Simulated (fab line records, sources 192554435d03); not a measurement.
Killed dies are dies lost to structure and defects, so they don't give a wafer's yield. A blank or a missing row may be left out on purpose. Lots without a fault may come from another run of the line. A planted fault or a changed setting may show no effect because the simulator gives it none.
Chamber matching | flow n5_finfet | N5_BEOL_M3_PRE_CLEAN_60 on cvd_co-01: 3 sister chambers
The step time 15 s. 36 wafers are shown with their chamber, then 12 later ones without.

WAFERS WITH THEIR CHAMBER
wafer  | chamber | heater_power_w (W) | heater_power_outer_w (W)
L074.1 | 1       | 114                | 35
L074.2 | 2       | 78                 | 21
L074.3 | 0       | 50                 | 4
L077.1 | 1       | 113                | 36
L077.5 | 2       | 78                 | 21
L077.6 | 0       | 51                 | 4
L078.3 | 0       | 52                 | 4
L078.4 | 2       | 78                 | 21
L078.6 | 1       | 114                | 36
L079.2 | 0       | 51                 | 4
L079.3 | 2       | 78                 | 21
L079.4 | 1       | 118                | 35
L080.1 | 2       | 79                 | 21
L080.3 | 0       | 50                 | 4
L080.5 | 0       | 51                 | 4
L081.1 | 2       | 79                 | 21
L081.4 | 2       | 77                 | 21
L081.6 | 1       | 113                | 36
L083.2 | 0       | 52                 | 5
L083.5 | 2       | 77                 | 22
L083.6 | 0       | 51                 | 4
L084.1 | 0       | 52                 | 5
L084.4 | 0       | 51                 | 5
L084.5 | 1       | 117                | 34
L085.1 | 0       | 50                 | 4
L085.4 | 0       | 51                 | 5
L085.6 | 1       | 114                | 34
L086.1 | 0       | 51                 | 5
L086.4 | 1       | 116                | 35
L086.5 | 2       | 77                 | 22
L087.3 | 0       | 51                 | 5
L087.4 | 2       | 77                 | 21
L087.6 | 1       | 118                | 35
L090.1 | 1       | 115                | 34
L090.2 | 0       | 51                 | 5
L090.3 | 2       | 78                 | 21

SIGNATURES (means of the wafers above)
reading              | chamber 0 | chamber 1 | chamber 2 | scatter within a chamber
heater_power_w       | 51.00     | 115.20    | 77.82     | 1.17
heater_power_outer_w | 4.47      | 35.00     | 21.18     | 0.587
Rule: a wafer's distance from a chamber is the root of the sum, over the readings, of the square of ((its reading less the chamber's mean) divided by the reading's scatter). The wafer belongs to the nearest chamber; if the next one is less than 2 further off, it can't be placed. The scatter: the root of (the sum of the squares of (reading less its chamber's mean) over the shown wafers, divided by (wafers less chambers)).

WAFERS WITHOUT THEIR CHAMBER
wafer  | heater_power_w (W) | heater_power_outer_w (W)
L092.1 | 50                 | 5
L092.2 | 114                | 34
L092.3 | 79                 | 22
L091.1 | 77                 | 22
L091.4 | 78                 | 21
L091.6 | 50                 | 4
L093.3 | 79                 | 22
L093.4 | 116                | 35
L093.6 | 51                 | 5
L096.1 | 51                 | 5
L096.2 | 113                | 35
L096.5 | 79                 | 22

WHICH CHAMBER EACH WENT THROUGH
wafer  | from the rows above | in truth
L092.1 | 0                   | 0
L092.2 | 1                   | 1
L092.3 | 2                   | 2
L091.1 | 2                   | 2
L091.4 | 2                   | 2
L091.6 | 0                   | 0
L093.3 | 2                   | 2
L093.4 | 1                   | 1
L093.6 | 0                   | 0
L096.1 | 0                   | 0
L096.2 | 1                   | 1
L096.5 | 2                   | 2
Placed correctly: 12 of 12. Can't be placed from these rows: 0. Placed wrongly: 0.
